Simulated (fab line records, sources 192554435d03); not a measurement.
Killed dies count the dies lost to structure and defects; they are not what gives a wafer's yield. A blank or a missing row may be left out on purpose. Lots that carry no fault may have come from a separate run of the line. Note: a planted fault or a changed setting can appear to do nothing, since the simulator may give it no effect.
Problem report, 8D (eight disciplines) form, completed by code | flow n5-finfet | the parts of the form that need people (team, actions taken, sign-off) are left out

## 1. THE ISSUE
Mean of raw-defect-count at N5_MOL_CONTACT_COAG_INSPECT_97: 526 across 3 wafers in 2 lots; on wafers with no fault it is 41 (standard deviation 16). That is +30 standard deviations from the usual mean.
The step: inspects for defects (darkfield).
Seen first at day 10 23:13 on defect-inspect-01, wafer L930.1. The record holds 26 wafers of 9 lots with a number at this step. The rule behind "out" and "out of limits": a value lying over 4 standard deviations away from the usual mean. All remaining wafers that have a number are taken as sound.

## 2. WHAT IT IS, WHAT IT ISN'T
question                    | is                                   | is not
which readings at this step | raw-defect-count                     | -
which lots                  | L930, L931                           | L917, L918, L920, L933, L934, L937, L938
which wafers of those lots  | L930.1, L931.4, L931.6               | L930.2, L930.4, L931.3
read on which gauges        | defect-inspect-01, defect-inspect-02 | -
when                        | from day 10 23:13                    | up to then (11 sound wafers); but 12 sound wafers of L931, L933, L934, L937, L938 came after

## 3. SUSPECTS, AND WHAT RULES EACH OUT
Counting: if a tool at a process step up to the reading ran every lot that is out, it stays a suspect. Sound lots after the first of them don't rule it out here, since some wafers of a struck lot are sound.
- the gauge at N5_MOL_CONTACT_COAG_INSPECT_97: ruled out. Those wafers that are out were read across 2 gauges (defect-inspect-01, defect-inspect-02).
- cmp-03 at N5_MOL_CONTACT_COAG_CMP_52 (polishes, stops on SiO2, t overpolish 1.5 s, target thk 66.5 nm): kept. It processed each lot that is out (first: L930, day 8 16:53); up to then, its last sound lot is L918 (day 5 19:04).
- In cmp-03 at N5_MOL_CONTACT_COAG_CMP_52, the wafers that are out were processed in chamber 2 and their sound lot-mates in chambers 0, 1, 3.
Left after counting: cmp-03 at N5_MOL_CONTACT_COAG_CMP_52.

## 4. THE CAUSE (what the simulator had put in)
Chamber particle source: cmp-03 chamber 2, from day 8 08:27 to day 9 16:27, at N5_MOL_CONTACT_COAG_CMP_52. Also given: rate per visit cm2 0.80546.
This tool alone remained once counting was done.

## 5. THE EFFECT CHAIN, in route order
One row per reading whose mean, taken over the struck wafers that have a number, lies over 3 standard deviations from the usual. Readings are gone through only where the record gives a usual standard deviation; hours: the median, over the lots, of the time from a lot's start at the first step in this table giving one to that lot's start at this step; sigmas: the change measured in usual standard deviations.
hours | step                           | reading              | usual  | on struck wafers | change | sigmas
0     | N5_MOL_CONTACT_COAG_INSPECT_97 | raw-defect-count     | 41     | 526              | +485   | +30
186   | N5_PASSIVATION_PROBE_49        | defect-limited-yield | 91.2 % | 60.6             | -30.6  | -22
186   | N5_PASSIVATION_PROBE_49        | killed-at-contacts   | 12     | 401              | +389   | +72
186   | N5_PASSIVATION_PROBE_49        | killed-dies          | 104    | 465              | +361   | +21
186   | N5_PASSIVATION_PROBE_49        | killed-on-rim        | 14     | 64               | +50    | +13
186   | N5_PASSIVATION_PROBE_49        | sort_bin_5_function  | 5.2 %  | 24.9             | +19.7  | +20
186   | N5_PASSIVATION_PROBE_49        | sort_bin_6_memory    | 3.3 %  | 12.1             | +8.8   | +13
186   | N5_PASSIVATION_PROBE_49        | sort-n-pass          | 1076   | 715              | -361   | -21
186   | N5_PASSIVATION_PROBE_49        | sort-yield-pct       | 91.2 % | 60.6             | -30.6  | -22
Its process steps:
- N5_PASSIVATION_PROBE_49
At these later measuring or inspecting steps, every struck wafer for which the step has a row has a number for every such reading, and none has moved that far: N5_BEOL_M4_RC_MEAS_101.

## 6. HOW IT WOULD HAVE BEEN CAUGHT EARLIER
The first out-of-limits reading at a measuring or inspecting step in this record came at day 10 23:13, 63 hours after the fault's start at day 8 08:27.
Of the tool readings at N5_MOL_CONTACT_COAG_CMP_52 for which the record gives a usual standard deviation, none was out on any struck wafer, so an alarm limit of 4 standard deviations on them would not have fired.
Each of the lots that are out, 2 in all, had begun N5_MOL_CONTACT_COAG_CMP_52 on cmp-03 no later than day 10 23:13. Holding the tool at that point would not have protected any of them.
